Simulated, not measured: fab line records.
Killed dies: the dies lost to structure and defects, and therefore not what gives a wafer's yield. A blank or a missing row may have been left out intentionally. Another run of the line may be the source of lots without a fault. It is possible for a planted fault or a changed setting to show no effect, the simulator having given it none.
Matching of chambers -- flow n5Finfet -- N5_BEOL_M5_CURE_79 on uvCure-02 has 3 sister chambers
The step cures SiCOH lowk, time 240 s. 6 wafers are shown with their chamber, then 10 later ones without.

WAFERS PAIRED WITH THEIR CHAMBERS
wafer,chamber,wafer_temp_C_max,lampPowerPct (%)
L078.3,0,388.0,52.35
L078.4,0,387.3,52.32
L083.4,1,387.0,52.32
L083.5,1,387.2,52.27
L085.2,2,386.2,52.46
L085.4,2,386.1,52.25

WAFERS WITHOUT THEIR CHAMBER
wafer,wafer_temp_C_max,lampPowerPct (%)
L085.5,386.4,52.33
L087.3,387.3,52.29
L087.5,387.4,52.35
L087.6,386.7,52.36
L092.1,386.8,52.38
L092.2,387.0,52.37
L092.4,386.5,52.33
L096.4,386.1,52.32
L096.5,386.2,52.35
L096.6,386.2,52.31

THE CHAMBER EACH PASSED THROUGH
wafer,from the rows above,in truth
L085.5,can't be placed: 2 or 1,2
L087.3,can't be placed: 1 or 0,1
L087.5,can't be placed: 0 or 1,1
L087.6,can't be placed: 1 or 2 or 0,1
L092.1,can't be placed: 1 or 2 or 0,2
L092.2,can't be placed: 1 or 0 or 2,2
L092.4,can't be placed: 2 or 1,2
L096.4,2,2
L096.5,2,2
L096.6,2,2
Placed correctly: 3 of 10. Can't be placed from these rows: 7 (the true chamber is among the candidates in 7). 0 placed wrongly.
How it was worked out, from the rows above alone: a wafer's distance from a chamber is the root of the sum, over the readings, of the square of ((its reading less the chamber's mean) divided by the reading's scatter). If the next closest chamber is less than 2 further off than the closest, the wafer can't be placed; otherwise it belongs to the closest. Each chamber's mean is taken over the wafers shown for it. The scatter is the square root of a quotient: the sum, over the shown wafers, of each reading's squared deviation from its chamber's mean, divided by wafers minus chambers.
